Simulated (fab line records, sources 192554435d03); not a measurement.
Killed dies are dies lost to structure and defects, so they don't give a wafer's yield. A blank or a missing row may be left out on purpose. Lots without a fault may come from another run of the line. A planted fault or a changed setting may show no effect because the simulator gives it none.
A struck lot beside a sound one | flow n5_finfet | 38 steps out of a route of 1938
Sound: wafers L640.1, L640.3, L640.5. Struck: wafer L642.6. (L642.1 of the same lot was not struck and is left out.) The cause comes at the end.
At each step with rows: each side's tool, then ch and its chambers, then its first start. Under that, the readings that differ: sound wafers | struck wafers | difference of the means | sigmas: that difference in standard deviations of wafers without a fault.
alike: readings whose means differ by less than 2 such deviations, and words and numbers that are the same on both sides. not compared: withheld readings, readings that some wafer has no value for, bounds like >300 that may hide the same value, and numbers for which the record gives no deviation and whose values overlap.
The two part at a step that has a row with sigmas, a row that says differs or no value, or rows on one side only. Numbers that don't overlap but have no deviation are shown without sigmas and don't part them. A reading that every wafer of one side lacks parts them only if that side has two wafers or more.

first, 11 steps without rows for these wafers: N5_FIN_SAQP_SPACER1_ETCHBACK_25 (etches SiO2 in CHF3/O2, target depth 24.4 nm, time 12.2 s); N5_FIN_SAQP_MANDREL1_REMOVE_56 (chemistry HBr/Cl2/O2, target a-Si, stops on SiNx, bt time 10 s); N5_FIN_SAQP_ETCH_57 (etches SiNx in CH3F/O2, target depth 32.5 nm, time 46.4 s); N5_FIN_SAQP_ETCH_65 (etches SiO2 in CF4, target depth 4 nm, time 4.4 s); N5_FIN_SAQP_MANDREL_ETCH_58 (etches a-Si in HBr/Cl2, stops on SiNx, target depth 45 nm, bt time 10 s, time 27 s); N5_FIN_SAQP_RECESS_63 (chemistry HF/NH3, target SiO2, target depth 18 nm, afs cycles 3, sublimation time 60 s); N5_FIN_SAQP_COAT_68 (time 60 s, resist thk 100 nm); N5_FIN_SAQP_ETCH_69 (etches SOC in N2/H2, stops on SiNx, target depth 150 nm); N5_FIN_SAQP_ETCH_67 (etches SiNx in CH3F/O2, target depth 30 nm); N5_FIN_SAQP_STRIP_70 (strips in N2/H2); N5_FIN_SAQP_RECESS_71 (chemistry HF/NH3, target SiO2, target depth 3 nm, afs cycles 1, sublimation time 60 s).
N5_FIN_SAQP_SPACER2_ALD_28: deposits SiO2, target thk 8.1 nm, pulse time 1 s, purge time 2 s.
  sound on ald_sin-01 ch 2,3, day 4 19:47; struck on ald_sin-01 ch 1, day 5 09:36
  reading                                           | sound   | struck | difference | sigmas
  model.SiO2_of_FIN_SAQP_SPACER2_ALD_28.thk_nm (nm) | 8 8.2 8 | 3      | -5         |
  alike: heater_power_w, precursor_pulse_height_rel
then, 1 step without rows for these wafers: N5_FIN_SAQP_SPACER2_ETCHBACK_29 (etches SiO2 in CHF3/O2, target depth 12.2 nm, time 6.1 s).
N5_FIN_SAQP_MANDREL2_REMOVE_60: chemistry HBr/Cl2/O2, target a-Si, stops on SiNx, bt time 10 s.
  sound on rie_si-01 ch 0,1,2, day 4 20:17; struck on rie_si-01 ch 2, day 5 10:05
  reading                   | sound     | struck | difference | sigmas
  model.FIN_SAQP.cd_nm (nm) | 8 8.2 8.2 | 3.2    | -4.9       |
  alike: bias_w, drypump_motor_current_A, oes_product_au, throttle_valve_pct
  not compared: rf_hours_counter_h
N5_FIN_SAQP_CD_MEAS_31: target cd 8 nm.
  sound on cd_sem-02 ch 0, day 4 20:24; struck on cd_sem-03 ch 0, day 5 10:11
  reading    | sound          | struck | difference | sigmas
  cd_nm (nm) | 8.22 8.20 8.15 | 3.36   | -4.83      | -22
then, 3 steps without rows for these wafers: N5_FIN_SAQP_HM_OPEN_33 (chemistry CH3F/O2, target SiNx, target depth 49.4 nm, time 70.6 s); N5_FIN_SAQP_ETCH_34 (etches SiO2 in C4F6/O2, target depth 45 nm, time 15 s); N5_FIN_SAQP_STRIP_77 (strips in N2/H2, time 90 s).
N5_FIN_SAQP_HM_CD_35: target cd 8 nm.
  sound on cd_sem-03, day 4 20:47; struck on cd_sem-03, day 5 10:31
  reading    | sound          | struck | difference | sigmas
  cd_nm (nm) | 8.14 8.06 8.05 | 3.11   | -4.97      | -20
then, 1 step without rows for these wafers: N5_FIN_SAQP_ETCH_64 (etches SiO2 in CF4, target depth 1.5 nm).
N5_FIN_SAQP_FIN_ETCH_36: etches the open film in HBr/Cl2/O2, target depth 120 nm, time 50.4 s.
  sound on rie_si-02 ch 0,1,2, day 4 20:51; struck on rie_si-01 ch 1, day 5 10:35
  reading                   | sound             | struck | difference | sigmas
  oes_product_au (a.u.)     | 1.041 1.020 0.994 | 0.962  | -0.056     | -2
  model.FIN_SAQP.cd_nm (nm) | 8 8.2 8.2         | 3      | -5         |
  alike: bias_w, drypump_motor_current_A, throttle_valve_pct
  not compared: rf_hours_counter_h
N5_FIN_SAQP_CD_MEAS_37: target cd 8 nm.
  sound on cd_sem-03, day 4 20:58; struck on cd_sem-03, day 5 10:43
  reading    | sound          | struck | difference | sigmas
  cd_nm (nm) | 8.21 8.40 8.15 | 3.23   | -5.02      | -19
then, 14 steps without rows for these wafers: N5_FIN_SAQP_PRECLEAN_38 (cleans in O3/DIW, time 45 s); N5_FIN_SAQP_PRECLEAN_45 (cleans in dHF, time 10 s); N5_FIN_SAQP_SRD_39 (time 30 s); N5_FIN_CUT_COAT_18 (time 60 s, resist thk 230 nm); N5_FIN_CUT_COAT_19 (time 60 s, resist thk 20 nm); N5_FIN_CUT_COAT_29 (time 60 s, resist thk 10 nm); N5_FIN_CUT_COAT_02 (resist thk 30 nm); N5_FIN_CUT_EBR_04; N5_FIN_CUT_SOFTBAKE_03 (time 60 s); N5_FIN_CUT_EXPOSE_05 (exposes mask FIN CUT); N5_FIN_CUT_PEB_06 (peb time 60 s); N5_FIN_CUT_DEVELOP_07 (develop time 30 s); N5_FIN_CUT_DESCUM_13 (chemistry O2, time 7 s); N5_FIN_CUT_ETCH_30 (etches underlayer in N2/H2, target depth 13 nm, time 10.4 s).
N5_STI_FIN_REVEAL_CD_MEAS_22: target cd 6.238 nm, pitch 28 nm.
  sound on cd_sem-03, day 5 07:44; struck on cd_sem-02, day 5 21:34
  reading    | sound          | struck | difference | sigmas
  cd_nm (nm) | 6.08 5.88 6.17 | 1.53   | -4.51      | -16
-- the record jumps here: 6 days lie between the struck wafers' starts before and after (it left off in module STI_FIN_REVEAL and takes up again in module BEOL_M4, whose first step shown is number 1111 of the route) --
N5_BEOL_M4_RC_MEAS_101:
  sound on prober-01 ch 0, day 11 11:11; struck on prober-01 ch 0, day 11 23:21
  reading            | sound             | struck | difference | sigmas
  DIBL_N (mV/V)      | 36.1 37.0 34.8    | 9.8    | -26.2      | -10
  DIBL_P (mV/V)      | 37 38 35          | 0      | -37        | -11
  IOFF_N (nA/um)     | 0.16 0.19 0.15    | 0.00   | -0.17      | -4
  IOFF_N_85C (nA/um) | 3.1 3.7 3.0       | 0.1    | -3.2       | -4
  IOFF_N_LIN (nA/um) | 0.075 0.088 0.072 | 0.002  | -0.076     | -4
  IOFF_P (nA/um)     | 0.24 0.28 0.24    | 0.01   | -0.24      | -4
  IOFF_P_85C (nA/um) | 4.2 4.6 4.1       | 0.3    | -4.0       | -5
  IOFF_P_LIN (nA/um) | 0.117 0.128 0.113 | 0.010  | -0.109     | -5
  ION_N (uA/um)      | 680 701 677       | 451    | -235       | -16
  ION_P (uA/um)      | 476 479 468       | 352    | -122       | -11
  SS_N (mV/dec)      | 71.4 72.7 70.6    | 66.2   | -5.4       | -7
  SS_P (mV/dec)      | 73.4 74.5 73.6    | 64.2   | -9.6       | -10
  VT_N (mV)          | 253 244 247       | 322    | +74        | +18
  VT_N_LVT (mV)      | 100 97 100        | 170    | +71        | +20
  VT_P (mV)          | -248 -245 -248    | -294   | -47        | -11
  VT_P_LVT (mV)      | -96 -95 -97       | -142   | -46        | -13

WHERE THEY PART
First at N5_FIN_SAQP_CD_MEAS_31; last, within this record, at N5_BEOL_M4_RC_MEAS_101.

WHY: what the simulator had put in
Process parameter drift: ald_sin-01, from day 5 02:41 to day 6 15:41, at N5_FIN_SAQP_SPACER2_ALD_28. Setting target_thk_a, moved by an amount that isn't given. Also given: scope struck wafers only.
